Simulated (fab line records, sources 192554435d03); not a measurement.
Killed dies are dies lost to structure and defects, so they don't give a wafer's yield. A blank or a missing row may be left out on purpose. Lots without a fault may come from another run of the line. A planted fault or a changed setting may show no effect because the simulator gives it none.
A struck lot beside a sound one | flow n5_finfet | 17 steps out of a route of 1938
Sound: wafers L434.3, L434.5, L434.6. Struck: wafer L442.6. (L442.1, L442.3 of the same lot were not struck and are left out.) The cause comes at the end.
At each step with rows: each side's tool, then ch and its chambers, then its first start. Under that, the readings that differ: sound wafers | struck wafers | difference of the means | sigmas: that difference in standard deviations of wafers without a fault.
alike: readings whose means differ by less than 2 such deviations, and words and numbers that are the same on both sides. not compared: withheld readings, readings that some wafer has no value for, bounds like >300 that may hide the same value, and numbers for which the record gives no deviation and whose values overlap.
The two part at a step that has a row with sigmas, a row that says differs or no value, or rows on one side only. Numbers that don't overlap but have no deviation are shown without sigmas and don't part them. A reading that every wafer of one side lacks parts them only if that side has two wafers or more.

first, 1 step without rows for these wafers: N5_BEOL_M15_ETCH_61 (etches BARC in N2/H2, target depth 89 nm, overetch 26.7 nm, time 67.9 s).
N5_BEOL_M15_TRENCH_ETCH_34: etches SiO2 in C4F8/O2/Ar, target depth 872.93 nm, time 199 s.
  sound on rie_diel-06 ch 0,3, day 11 14:36; struck on rie_diel-02 ch 0, day 13 16:03
  reading               | sound          | struck | difference | sigmas
  oes_product_au (a.u.) | 0.90 0.91 0.78 | 0.71   | -0.15      | -2
  alike: bias_w, drypump_motor_current_A, rf_vpp_V, showerhead_plenum_p_Torr, throttle_valve_pct
  not compared: rf_hours_counter_h
then, 1 step without rows for these wafers: N5_BEOL_M15_STRIP_36 (strips in O2).
N5_BEOL_M15_STRIP_62: strips in O2.
  sound on rie_diel-06 ch 0,3; struck on rie_diel-05 ch 2
  alike: drypump_motor_current_A, oes_product_au, rf_vpp_V, showerhead_plenum_p_Torr, throttle_valve_pct
  not compared: rf_hours_counter_h
then, 1 step without rows for these wafers: N5_BEOL_M15_STRIP_37 (strips in O2).
N5_BEOL_M15_ETCH_38: etches SiCN in CF4/N2, target depth 106.4 nm, time 120.5 s.
  sound on rie_diel-06 ch 0,3; struck on rie_diel-05 ch 2
  alike: bias_w, drypump_motor_current_A, n2_flow_sccm, oes_product_au, rf_vpp_V, showerhead_plenum_p_Torr, throttle_valve_pct
  not compared: rf_hours_counter_h
then, 2 steps without rows for these wafers: N5_BEOL_M15_PRECLEAN_39 (cleans in residue remover, time 60 s); N5_BEOL_M15_SRD_40 (time 30 s, dry time 30 s).
N5_BEOL_M15_DEGAS_41: time 60 s.
  sound on pvd_sputter-01, day 11 15:44; struck on pvd_sputter-01, day 13 17:14
  alike: heater_power_w
then, 1 step without rows for these wafers: N5_BEOL_M15_PRE_CLEAN_42 (time 30 s).
N5_BEOL_M15_SPUTTER_43: material TaN, target thk 15 nm, time 24.19 s.
  sound on pvd_sputter-01, day 11 15:49; struck on pvd_sputter-01, day 13 17:19
  alike: throttle_valve_pct
N5_BEOL_M15_SPUTTER_44: material Ta, target thk 15 nm, time 24.19 s.
  sound on pvd_sputter-01, day 11 15:54; struck on pvd_sputter-01, day 13 17:23
  reading                                     | sound          | struck | difference | sigmas
  model.Ta_of_BEOL_M15_SPUTTER_44.thk_nm (nm) | 14.8 15.2 14.8 | 19.8   | +4.9       |
  alike: throttle_valve_pct
then, 3 steps without rows for these wafers: N5_BEOL_M15_SPUTTER_45 (material Cu, target thk 100 nm, time 16.67 s); N5_BEOL_M15_ECD_47 (material Cu, target thk 1860 nm); N5_BEOL_M15_ANNEAL_48 (time 90 s).
N5_BEOL_M15_CMP_49: polishes, stops on SiO2, t overpolish 4.9 s, target thk 850 nm.
  sound on cmp-03 ch 0,1,3, day 11 17:31; struck on cmp-02 ch 0, day 13 19:37
  reading                      | sound             | struck | difference | sigmas
  barrier_field_endpoint_s (s) | 10.85 11.15 11.37 | 13.41  | +2.29      | +8
  alike: clearing_platen_down_force_psi, edge_zone_pressure_frac, motor_current_A, platen_rpm
N5_BEOL_M15_THK_MEAS_50: measures by xrf.
  sound on film_metro-01, day 11 17:42; struck on film_metro-01, day 13 19:54
  alike: M15_THK

WHERE THEY PART
First at N5_BEOL_M15_TRENCH_ETCH_34; last, within this record, at N5_BEOL_M15_CMP_49. Later steps at which nothing parts them and some readings are alike: N5_BEOL_M15_THK_MEAS_50.

WHY: what the simulator had put in
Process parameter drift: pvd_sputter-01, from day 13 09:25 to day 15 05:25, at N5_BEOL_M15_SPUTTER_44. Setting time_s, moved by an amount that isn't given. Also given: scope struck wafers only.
